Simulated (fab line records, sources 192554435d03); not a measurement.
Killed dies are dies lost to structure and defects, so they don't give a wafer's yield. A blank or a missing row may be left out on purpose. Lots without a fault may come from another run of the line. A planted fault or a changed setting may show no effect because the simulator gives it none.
A struck lot beside a sound one | flow n5_finfet | 37 steps out of a route of 1938
Sound: wafers L455.1, L455.2, L455.3. Struck: wafer L468.1. (L468.6 of the same lot was not struck and is left out.) The cause comes at the end.
At each step with rows: each side's tool, then ch and its chambers, then its first start. Under that, the readings that differ: sound wafers | struck wafers | difference of the means | sigmas: that difference in standard deviations of wafers without a fault.
alike: readings whose means differ by less than 2 such deviations, and words and numbers that are the same on both sides. not compared: withheld readings, readings that some wafer has no value for, bounds like >300 that may hide the same value, and numbers for which the record gives no deviation and whose values overlap.
The two part at a step that has a row with sigmas, a row that says differs or no value, or rows on one side only. Numbers that don't overlap but have no deviation are shown without sigmas and don't part them. A reading that every wafer of one side lacks parts them only if that side has two wafers or more.

first, 9 steps without rows for these wafers: N5_MOL_CONTACT_COAG_COAT_34 (resist thk 40 nm); N5_MOL_CONTACT_COAG_EBR_36; N5_MOL_CONTACT_COAG_SOFTBAKE_35 (time 60 s); N5_MOL_CONTACT_COAG_EXPOSE_37 (exposes mask VD, defocus 0 nm); N5_MOL_CONTACT_COAG_PEB_38 (peb time 60 s); N5_MOL_CONTACT_COAG_DEVELOP_39 (develop time 30 s); N5_MOL_CONTACT_COAG_DESCUM_45 (chemistry O2, time 7 s); N5_MOL_CONTACT_COAG_ETCH_65 (etches underlayer in N2/H2, target depth 13 nm, time 10.4 s); N5_MOL_CONTACT_COAG_ETCH_66 (etches SiARC in CF4, target depth 13 nm, time 21.7 s).
N5_MOL_CONTACT_COAG_ALD_133: deposits SiO2, target thk 5 nm, pulse time 1 s, co reactant pulse time 1 s.
  sound on ald_sin-03 ch 0,2,3, day 6 02:40; struck on ald_sin-03 ch 3, day 9 05:02
  reading                                            | sound    | struck | difference | sigmas
  ald_cycles                                         | 35 35 35 | 61     | +26        |
  model.SiO2_of_MOL_CONTACT_COAG_ALD_133.thk_nm (nm) | 5 5 5    | 8.8    | +3.8       |
  alike: heater_power_w, precursor_pulse_height_rel
then, 25 steps without rows for these wafers: N5_MOL_CONTACT_COAG_ETCHBACK_134 (etches SiO2 in CHF3, target depth 10 nm, time 6.7 s); N5_MOL_CONTACT_COAG_ETCH_67 (etches SOC in N2/H2, target depth 60 nm, overetch 21 nm, time 101.2 s); N5_MOL_CONTACT_COAG_STRIP_68 (strips in N2/H2); N5_MOL_CONTACT_COAG_STRIP_69 (strips in N2/H2); N5_MOL_CONTACT_COAG_ETCHBACK_136 (etches SiO2 in CHF3, target depth 25 nm, time 16.7 s); N5_MOL_CONTACT_COAG_STRIP_120 (strips in CHF3); N5_MOL_CONTACT_COAG_VIA_ETCH_117 (etches SiO2 in C4F6/O2, target depth 40 nm, overetch 8 nm, time 26 s); N5_MOL_CONTACT_COAG_ETCH_124 (etches SiNx in CH3F/O2, stops on SiOC, target depth 6.5 nm); N5_MOL_CONTACT_COAG_ETCH_48 (etches SiOC in C4F6/O2, target depth 15 nm, overetch 4.5 nm, time 17 s); N5_MOL_CONTACT_COAG_STRIP_72 (strips in N2/H2); N5_MOL_CONTACT_COAG_STRIP_49 (strips in N2/H2, time 30 s); N5_MOL_CONTACT_COAG_PRECLEAN_138 (cleans in alkaline clean, time 60 s); N5_MOL_CONTACT_COAG_SRD_139 (time 30 s); N5_MOL_CONTACT_COAG_PRE_CLEAN_121; N5_MOL_CONTACT_COAG_CVD_140 (deposits W, target thk 66.5 nm, time 215 s); N5_MOL_CONTACT_COAG_PRECLEAN_127 (cleans in DIW, time 57.5 s); N5_MOL_CONTACT_COAG_SRD_128 (dry time 32 s); N5_MOL_CONTACT_COAG_CMP_52 (polishes, stops on SiO2, t overpolish 1.5 s, target thk 66.5 nm); N5_MOL_CONTACT_COAG_ANNEAL_112 (time 1800 s); N5_BEOL_M0_SAQP_PECVD_00 (deposits SiCN from 3MS/NH3, target thk 8 nm, time 14 s); N5_BEOL_M0_SAQP_ILD_DEP_01 (deposits SiOC from DEMS/O2, target thk 45.419 nm, time 8.7 s); N5_BEOL_M0_SAQP_HM_DEP_02 (deposits TiN, target thk 12 nm); N5_BEOL_M0_SAQP_PECVD_03 (deposits SiCN from 3MS/NH3, target thk 12 nm, time 21.1 s); N5_BEOL_M0_SAQP_PECVD_96 (deposits a-Si from SiH4/He, target thk 45 nm, time 45.2 s); N5_BEOL_M0_SAQP_PECVD_97 (deposits SiNx from SiH4/NH3/N2, target thk 23 nm, time 19.9 s).
N5_BEOL_M4_RC_MEAS_101:
  the record has rows for the sound wafers here (prober-01 ch 0, day 8 19:41) and none for the struck ones
-- the record jumps here: 7 days lie between the struck wafers' starts before and after (it left off in module BEOL_M4 and takes up again in module PASSIVATION, whose first step shown is number 1936 of the route) --
N5_PASSIVATION_PROBE_49:
  the record has rows for the struck wafers here (prober-02, day 16 16:32) and none for the sound ones

WHERE THEY PART
First at N5_BEOL_M4_RC_MEAS_101; last, within this record, at N5_PASSIVATION_PROBE_49.

WHY: what the simulator had put in
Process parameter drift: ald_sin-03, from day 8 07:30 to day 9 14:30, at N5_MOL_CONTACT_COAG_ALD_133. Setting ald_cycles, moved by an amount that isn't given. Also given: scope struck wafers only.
